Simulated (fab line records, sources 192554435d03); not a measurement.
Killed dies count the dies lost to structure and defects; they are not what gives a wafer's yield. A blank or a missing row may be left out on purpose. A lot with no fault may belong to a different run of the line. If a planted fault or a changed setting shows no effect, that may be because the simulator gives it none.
Matching of chambers | flow n5 finfet | 3 sister chambers for N5_BEOL_M0_SAQP_PECVD_97 on pecvd-01
The step deposits SiNx from SiH4/NH3/N2, target thk 23 nm, time 19.9 s. 6 wafers are shown with their chamber, then 7 later ones without.

== EACH WAFER AND ITS CHAMBER ==
wafer  | chamber | throttle valve pct (%) | showerhead plenum p Torr (Torr)
L078.5 | 0       | 40.0                   | 5.29
L087.4 | 0       | 39.9                   | 5.30
L087.5 | 2       | 42.7                   | 5.16
L087.6 | 1       | 39.3                   | 5.28
L088.1 | 2       | 42.8                   | 5.16
L088.2 | 1       | 39.2                   | 5.28

== WAFERS MISSING THEIR CHAMBER ==
wafer  | throttle valve pct (%) | showerhead plenum p Torr (Torr)
L088.6 | 42.3                   | 5.16
L093.1 | 43.2                   | 5.17
L093.3 | 39.6                   | 5.29
L093.5 | 42.9                   | 5.16
L097.2 | 43.3                   | 5.17
L097.3 | 40.0                   | 5.29
L097.4 | 43.0                   | 5.15

== THE CHAMBER EACH PASSED THROUGH ==
wafer  | from the rows above     | in truth
L088.6 | 2                       | 2
L093.1 | 2                       | 2
L093.3 | can't be placed: 0 or 1 | 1
L093.5 | 2                       | 2
L097.2 | 2                       | 2
L097.3 | 0                       | 0
L097.4 | 2                       | 2
Correctly placed: 6 of 7. Unplaceable from these rows: 1, with the true chamber sitting among the candidates in 1. Number placed wrongly: 0.
How it was worked out, from the rows above alone: a wafer's distance from a chamber is the root of the sum, over the readings, of the square of ((its reading less the chamber's mean) divided by the reading's scatter). If the next closest chamber is less than 2 further off than the closest, the wafer can't be placed; otherwise it belongs to the closest. For every chamber, the mean is computed from those of its wafers that are shown. How the scatter is found: for the shown wafers, subtract from each reading the mean of its chamber, square and add these, divide the total by (wafers less chambers), then take the root.
